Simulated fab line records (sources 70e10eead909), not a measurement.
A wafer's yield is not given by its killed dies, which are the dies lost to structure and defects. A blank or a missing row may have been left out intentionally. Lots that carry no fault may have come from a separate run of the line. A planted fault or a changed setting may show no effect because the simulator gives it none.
Matching of chambers | flow nand-harc | NHARC_A_SGD_CUT_ETCH_58 on rie-diel-06 has 4 sister chambers
The step etches the open film in CF4, target depth 39 nm, time 65 s. 14 wafers are shown with their chamber, then 7 later ones without.

WAFERS WITH THEIR CHAMBER
wafer  | chamber | showerhead-plenum-p-Torr (Torr) | rf-vpp-V (V) | oes-product-au (a.u.)
L075.2 | 2       | 1.90                            | 152.1        | 1.005
L075.3 | 1       | 1.89                            | 152.4        | 1.024
L075.5 | 2       | 1.90                            | 152.8        | 1.006
L074.3 | 1       | 1.89                            | 154.8        | 1.020
L074.4 | 2       | 1.90                            | 152.9        | 1.009
L074.5 | 3       | 1.66                            | 148.9        | 1.005
L078.1 | 0       | 1.80                            | 149.7        | 0.989
L078.2 | 3       | 1.66                            | 150.3        | 0.994
L078.4 | 2       | 1.90                            | 152.1        | 1.005
L084.1 | 1       | 1.88                            | 153.4        | 1.015
L084.3 | 2       | 1.90                            | 151.8        | 1.004
L084.5 | 3       | 1.66                            | 149.1        | 1.007
L083.1 | 1       | 1.88                            | 153.1        | 1.014
L083.3 | 2       | 1.90                            | 152.3        | 1.001

SIGNATURES, as means of the wafers listed above
reading                  | chamber 0 | chamber 1 | chamber 2 | chamber 3 | scatter within a chamber
showerhead-plenum-p-Torr | 1.8000    | 1.8850    | 1.9000    | 1.6600    | 0.00316
rf-vpp-V                 | 149.700   | 153.425   | 152.333   | 149.433   | 0.716
oes-product-au           | 0.98900   | 1.01825   | 1.00500   | 1.00200   | 0.00444
Rule: a wafer lies at a distance from a chamber equal to the root of the sum of squares, over the readings, of (its reading less the chamber's mean, divided by the reading's scatter). If the next closest chamber is less than 2 further off than the closest, the wafer can't be placed; otherwise it belongs to the closest. The scatter: take each reading less its chamber's mean, square it, sum over the shown wafers, divide by the number of wafers less the number of chambers, and take the root.

WAFERS WHOSE CHAMBER IS MISSING
wafer  | showerhead-plenum-p-Torr (Torr) | rf-vpp-V (V) | oes-product-au (a.u.)
L083.4 | 1.88                            | 152.7        | 1.020
L085.3 | 1.88                            | 153.6        | 1.007
L085.4 | 1.80                            | 152.1        | 0.991
L085.5 | 1.80                            | 151.4        | 0.978
L089.2 | 1.66                            | 148.8        | 1.001
L089.3 | 1.88                            | 153.8        | 1.007
L089.6 | 1.88                            | 151.3        | 1.011

WHICH CHAMBER EACH WENT THROUGH
wafer  | from the rows above | in truth
L083.4 | 1                   | 1
L085.3 | 1                   | 1
L085.4 | 0                   | 0
L085.5 | 0                   | 0
L089.2 | 3                   | 3
L089.3 | 1                   | 1
L089.6 | 1                   | 1
7 of 7 placed correctly. Number that these rows cannot place: 0. Wrongly placed: 0.
